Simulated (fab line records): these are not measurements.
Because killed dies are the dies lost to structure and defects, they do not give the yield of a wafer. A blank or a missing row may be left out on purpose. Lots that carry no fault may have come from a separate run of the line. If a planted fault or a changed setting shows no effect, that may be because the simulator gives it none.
Struck lot and sound lot, side by side + flow nand harc + 13 steps out of a route of 1302
Sound: the wafers L163.1, L163.2, L163.4. Wafers struck: L153.1, L153.4, L153.5. The cause is given at the end.
At each step with rows: each side's tool, then ch and its chambers, then its first start. Under that, the readings that differ: sound wafers + struck wafers + difference of the means + sigmas: that difference in standard deviations of wafers without a fault.
alike: readings with means less than 2 such deviations apart, plus words and numbers identical on both sides. not compared: withheld readings, readings lacking a value on some wafer, bounds such as >300 that could conceal the same value, and numbers that have no deviation in the record and whose values overlap.
The two part at a step that has a row with sigmas, a row that says differs or no value, or rows on one side only. Numbers that don't overlap but have no deviation are shown without sigmas and don't part them. A reading missing from all wafers of one side parts the sides only when that side holds two or more wafers.

NHARC_P_ZERO_WELL_DESCUM_26: chemistry O2, time 3 s.
  sound on rie diel-02 ch 0,1,2, day 7 18:49; struck on rie diel-10 ch 1,3, day 3 14:29
  alike: drypump motor current A, mfc ar sccm, oes product au, rf vpp V, showerhead plenum p Torr, throttle valve pct
  not compared: rf hours counter h
then, 11 steps without rows for these wafers: NHARC_P_ZERO_WELL_IMPLANT_27; NHARC_P_ZERO_WELL_IMPLANT_57; NHARC_P_ZERO_WELL_IMPLANT_58; NHARC_P_ZERO_WELL_STRIP_28 (strips in SPM, time 840 s); NHARC_P_ZERO_WELL_DEHYDRATE_29 (time 120 s); NHARC_P_ZERO_WELL_HMDS_30 (time 30 s); NHARC_P_ZERO_WELL_COAT_31; NHARC_P_ZERO_WELL_SOFTBAKE_32 (time 95 s); NHARC_P_ZERO_WELL_EBR_33; NHARC_P_ZERO_WELL_EXPOSE_34 (exposes mask P PWELL, target cd 720 nm); NHARC_P_ZERO_WELL_PEB_35 (peb time 85 s).
NHARC_P_ZERO_WELL_DEVELOP_36: time 70 s.
  sound on litho track-07 ch 0, day 7 20:00; struck on litho track-05, day 3 15:00
  no value came back on the struck wafers for chill plate temp C (C), exhaust pa (Pa); on the sound wafers chill plate temp C (C) reads 23.01 22.99 22.80

WHERE THEY PART
Within this record, at NHARC_P_ZERO_WELL_DEVELOP_36 only.

WHY: the cause the simulator had injected
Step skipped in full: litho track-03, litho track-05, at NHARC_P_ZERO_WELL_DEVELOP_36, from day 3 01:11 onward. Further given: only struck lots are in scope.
